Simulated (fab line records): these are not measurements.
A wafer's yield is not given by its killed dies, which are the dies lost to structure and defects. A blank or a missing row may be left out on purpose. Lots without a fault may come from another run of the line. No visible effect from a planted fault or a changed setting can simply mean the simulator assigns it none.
Matching of chambers ; flow n5Finfet ; cmp-03 running N5_BEOL_M2_CMP_52: 4 sister chambers
The step polishes, stops on SiOC, t overpolish 6.8 s, target thk 40 nm. 8 wafers are shown with their chamber, then 10 later ones without.

## EACH WAFER AND ITS CHAMBER
wafer;chamber;motorCurrentA (A);overpolishRunS (s)
L082.1;3;7.0;6.810
L087.5;1;7.0;6.805
L087.6;0;6.0;6.786
L088.1;2;5.6;6.792
L088.3;3;6.5;6.799
L088.5;0;5.8;6.807
L089.3;2;5.5;6.810
L089.5;1;7.1;6.801

## WAFERS MISSING THEIR CHAMBER
wafer;motorCurrentA (A);overpolishRunS (s)
L089.6;5.5;6.800
L094.1;6.7;6.788
L094.3;5.7;6.788
L094.4;6.7;6.811
L097.2;5.8;6.805
L097.5;6.7;6.796
L097.6;5.8;6.808
L096.1;7.1;6.783
L096.5;7.0;6.804
L096.6;5.5;6.811

## CHAMBER TAKEN BY EACH
wafer;from the rows above;in truth
L089.6;can't be placed: 2 or 0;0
L094.1;can't be placed: 3 or 1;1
L094.3;can't be placed: 0 or 2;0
L094.4;can't be placed: 3 or 1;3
L097.2;can't be placed: 0 or 2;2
L097.5;can't be placed: 3 or 1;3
L097.6;can't be placed: 0 or 2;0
L096.1;can't be placed: 1 or 3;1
L096.5;can't be placed: 1 or 3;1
L096.6;can't be placed: 2 or 0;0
Correct placement for 0 of the 10. Unplaceable from these rows: 10, with the true chamber sitting among the candidates in 10. Number placed wrongly: 0.
How it was worked out, from the rows above alone: a wafer's distance from a chamber is the root of the sum, over the readings, of the square of ((its reading less the chamber's mean) divided by the reading's scatter). The wafer belongs to the nearest chamber; if the next one is less than 2 further off, it can't be placed. The mean given for a chamber averages the wafers shown for that chamber. The scatter: take each reading less its chamber's mean, square it, sum over the shown wafers, divide by the number of wafers less the number of chambers, and take the root.
